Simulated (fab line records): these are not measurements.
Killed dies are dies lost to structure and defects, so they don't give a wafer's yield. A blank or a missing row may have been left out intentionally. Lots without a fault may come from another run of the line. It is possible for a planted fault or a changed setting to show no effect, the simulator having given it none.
Chamber matching / flow nandHarc / NHARC_A_BLC_STRIP_21 on rieDiel-04 has 4 sister chambers
The step strips in O2. 7 wafers are shown with their chamber, then 7 later ones without.

EACH WAFER AND ITS CHAMBER
wafer=L948.5; chamber=2; drypumpMotorCurrentA (A)=5.2; showerheadPlenumPTorr (Torr)=3.39
wafer=L952.2; chamber=1; drypumpMotorCurrentA (A)=6.5; showerheadPlenumPTorr (Torr)=3.69
wafer=L953.5; chamber=3; drypumpMotorCurrentA (A)=5.3; showerheadPlenumPTorr (Torr)=3.70
wafer=L963.3; chamber=2; drypumpMotorCurrentA (A)=5.2; showerheadPlenumPTorr (Torr)=3.38
wafer=L963.5; chamber=0; drypumpMotorCurrentA (A)=5.8; showerheadPlenumPTorr (Torr)=3.59
wafer=L964.3; chamber=3; drypumpMotorCurrentA (A)=5.2; showerheadPlenumPTorr (Torr)=3.69
wafer=L964.4; chamber=0; drypumpMotorCurrentA (A)=5.8; showerheadPlenumPTorr (Torr)=3.58

WAFERS WITHOUT THEIR CHAMBER
wafer=L964.6; drypumpMotorCurrentA (A)=6.5; showerheadPlenumPTorr (Torr)=3.69
wafer=L966.1; drypumpMotorCurrentA (A)=5.8; showerheadPlenumPTorr (Torr)=3.58
wafer=L966.2; drypumpMotorCurrentA (A)=5.2; showerheadPlenumPTorr (Torr)=3.38
wafer=L966.3; drypumpMotorCurrentA (A)=5.2; showerheadPlenumPTorr (Torr)=3.69
wafer=L968.2; drypumpMotorCurrentA (A)=5.2; showerheadPlenumPTorr (Torr)=3.69
wafer=L968.3; drypumpMotorCurrentA (A)=5.2; showerheadPlenumPTorr (Torr)=3.38
wafer=L968.6; drypumpMotorCurrentA (A)=5.8; showerheadPlenumPTorr (Torr)=3.58

WHICH CHAMBER EACH ONE RAN IN
wafer=L964.6; from the rows above=1; in truth=1
wafer=L966.1; from the rows above=0; in truth=0
wafer=L966.2; from the rows above=2; in truth=2
wafer=L966.3; from the rows above=3; in truth=3
wafer=L968.2; from the rows above=3; in truth=3
wafer=L968.3; from the rows above=2; in truth=2
wafer=L968.6; from the rows above=0; in truth=0
Placed correctly: 7 of 7. Can't be placed from these rows: 0. Wrongly placed: 0.
How it was worked out, from the rows above alone: a wafer's distance from a chamber is the root of the sum, over the readings, of the square of ((its reading less the chamber's mean) divided by the reading's scatter). The wafer belongs to the nearest chamber; if the next one is less than 2 further off, it can't be placed. A chamber's mean is the mean of its shown wafers. The scatter: take each reading less its chamber's mean, square it, sum over the shown wafers, divide by the number of wafers less the number of chambers, and take the root.
